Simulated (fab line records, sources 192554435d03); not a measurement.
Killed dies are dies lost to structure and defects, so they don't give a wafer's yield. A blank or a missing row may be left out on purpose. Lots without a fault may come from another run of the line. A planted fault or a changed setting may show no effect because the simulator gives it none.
One fault seen from 2 desks | flow n5_finfet | each desk has only its own numbers; what lay behind them comes last

THE METROLOGY DESK
What the gauges read, lot by lot, whatever tool the lot ran on: means of the sampled wafers that have a number. A lot is out of limits, marked OUT, if its mean lies more than 4 standard deviations from the usual mean; the brackets give that distance.
Columns: A = M6_RS at N5_BEOL_M6_RS_MEAS_57, usual 0.284 ohm/sq
lot  | first seen here | A
L843 | day 10 16:55    | 0.285
L845 | day 11 01:21    | 0.275
L841 | day 11 09:13    | 0.290
L848 | day 12 13:28    | 0.282
L852 | day 13 18:16    | 0.285
L854 | day 14 00:06    | 0.281
L855 | day 14 15:17    | 0.278
L857 | day 15 01:56    | 0.279
L859 | day 15 09:02    | 0.285
L860 | day 15 11:57    | 0.281
L862 | day 16 14:03    | 0.276
L864 | day 17 17:19    | 0.280
This desk's finding: nothing out of limits on any of the 12 lots.

THE TOOL OWNER'S DESK: pvd_sputter-03
The tool's own readings at N5_BEOL_M6_SPUTTER_48 (material Cu, target thk 10 nm, time 1.667 s): means of the sampled wafers that have a number, for each lot that ran on this tool. A lot is out of limits, marked OUT, if its mean lies more than 4 standard deviations from the usual mean; the brackets give that distance.
Columns: A = bias_v at N5_BEOL_M6_SPUTTER_48, usual 60.0 V; B = cathode_dc_power_W at N5_BEOL_M6_SPUTTER_48, usual 26000 W; C = throttle_valve_pct at N5_BEOL_M6_SPUTTER_48, usual 29.8 %
lot  | first seen here | A    | B                       | C
L848 | day 12 11:52    | 60.0 | 25997                   | 29.7
L852 | day 13 17:10    | 59.9 | 28204 (+99 or more) OUT | 29.7
L854 | day 13 23:10    | 59.9 | 28208 (+99 or more) OUT | 29.7
This desk's finding: out of limits on L852, L854; first on L852, day 13 17:10 (cathode_dc_power_W at N5_BEOL_M6_SPUTTER_48). In limits: L848.

PUT TOGETHER
The tool owner's desk could have raised an alarm at day 13 17:10, on L852, L854.
The metrology desk saw nothing out of limits.
The metrology desk has L852, L854 on record, within its limits.
Of the lots named, all ran N5_BEOL_M6_SPUTTER_48 on pvd_sputter-03.

WHAT THE SIMULATOR HAD PUT IN
Process parameter drift: pvd_sputter-03, from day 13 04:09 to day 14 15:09, at N5_BEOL_M6_SPUTTER_48. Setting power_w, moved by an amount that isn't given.
Lots struck among those shown: L852, L854.
Hours from the fault's start to each desk's first reading out of limits: the tool owner's desk, 13.
